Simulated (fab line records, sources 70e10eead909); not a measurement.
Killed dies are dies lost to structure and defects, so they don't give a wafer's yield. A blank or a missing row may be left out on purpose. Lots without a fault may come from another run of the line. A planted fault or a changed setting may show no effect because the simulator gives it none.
A struck lot beside a sound one | flow nand_harc | 14 steps out of a route of 1302
Sound: wafers L184.1, L184.4, L184.5. Struck: wafers L198.1, L198.3, L198.6. The cause comes at the end.
At each step with rows: each side's tool, then ch and its chambers, then its first start. Under that, the readings that differ: sound wafers | struck wafers | difference of the means | sigmas: that difference in standard deviations of wafers without a fault.
alike: readings whose means differ by less than 2 such deviations, and words and numbers that are the same on both sides. not compared: withheld readings, readings that some wafer has no value for, bounds like >300 that may hide the same value, and numbers for which the record gives no deviation and whose values overlap.
The two part at a step that has a row with sigmas, a row that says differs or no value, or rows on one side only. Numbers that don't overlap but have no deviation are shown without sigmas and don't part them. A reading that every wafer of one side lacks parts them only if that side has two wafers or more.

NHARC_A_SGD_CUT_ETCHBACK_24: etches the open film in CH3F/O2, target depth 50 nm, time 92.857 s.
  sound on rie_diel-12 ch 1,2,3, day 18 10:46; struck on rie_diel-04 ch 1,2,3, day 24 03:25
  reading                         | sound          | struck         | difference | sigmas
  oes_product_au (a.u.)           | 0.99 0.99 1.01 | 0.92 0.92 0.91 | -0.08      | -2
  showerhead_plenum_p_Torr (Torr) | 2.60 2.58 2.57 | 2.37 2.36 2.34 | -0.23      | -2
  alike: drypump_motor_current_A, rf_vpp_V, throttle_valve_pct
  not compared: rf_hours_counter_h
NHARC_A_SGD_CUT_STRIP_28: strips in O2, time 20 s.
  sound on rie_diel-12 ch 1,2; struck on rie_diel-04 ch 1,3
  reading                         | sound          | struck         | difference | sigmas
  showerhead_plenum_p_Torr (Torr) | 3.70 3.72 3.72 | 3.41 3.39 3.39 | -0.32      | -2
  alike: drypump_motor_current_A, oes_product_au, rf_vpp_V, throttle_valve_pct
  not compared: rf_hours_counter_h
NHARC_A_SGD_CUT_INSPECT_25:
  sound on defect_inspect-01, day 18 10:58; struck on defect_inspect-02, day 24 03:38
  alike: raw_defect_count
NHARC_A_SLIT_DEP_25: deposits SiO2, target thk 200 nm.
  sound on pecvd-03 ch 0,1,2, day 18 11:05; struck on pecvd-03 ch 0,1, day 24 03:45
  alike: heater_power_w, throttle_valve_pct
NHARC_A_SLIT_DEP_00: deposits aC, target thk 6200 nm.
  sound on acl_dep-02 ch 0, day 18 14:23; struck on acl_dep-01 ch 0, day 24 04:03
  alike: throttle_valve_pct
NHARC_A_SLIT_DEP_23: deposits SiON, target thk 100 nm.
  sound on pecvd-03 ch 0,2, day 18 18:12; struck on pecvd-03 ch 0,1, day 24 07:58
  alike: heater_power_w
then, 6 steps without rows for these wafers: NHARC_A_SLIT_DEHYDRATE_01 (time 120 s); NHARC_A_SLIT_HMDS_02 (time 30 s); NHARC_A_SLIT_COAT_03 (resist thk 90 nm); NHARC_A_SLIT_SOFTBAKE_04 (time 55 s); NHARC_A_SLIT_EBR_05; NHARC_A_SLIT_EXPOSE_06 (exposes mask SLIT).
NHARC_A_SLIT_PEB_07: peb time 65 s.
  sound on litho_track-01 ch 0, day 18 18:41; struck on litho_track-04, day 24 08:32
  no value came back on the struck wafers for chill_plate_temp_C (C), exhaust_pa (Pa); on the sound wafers chill_plate_temp_C (C) reads 23.13 22.96 23.10
then, 1 step without rows for these wafers: NHARC_A_SLIT_DEVELOP_08 (develop time 35 s).

WHERE THEY PART
First at NHARC_A_SGD_CUT_ETCHBACK_24; last, within this record, at NHARC_A_SLIT_PEB_07.

WHY: what the simulator had put in
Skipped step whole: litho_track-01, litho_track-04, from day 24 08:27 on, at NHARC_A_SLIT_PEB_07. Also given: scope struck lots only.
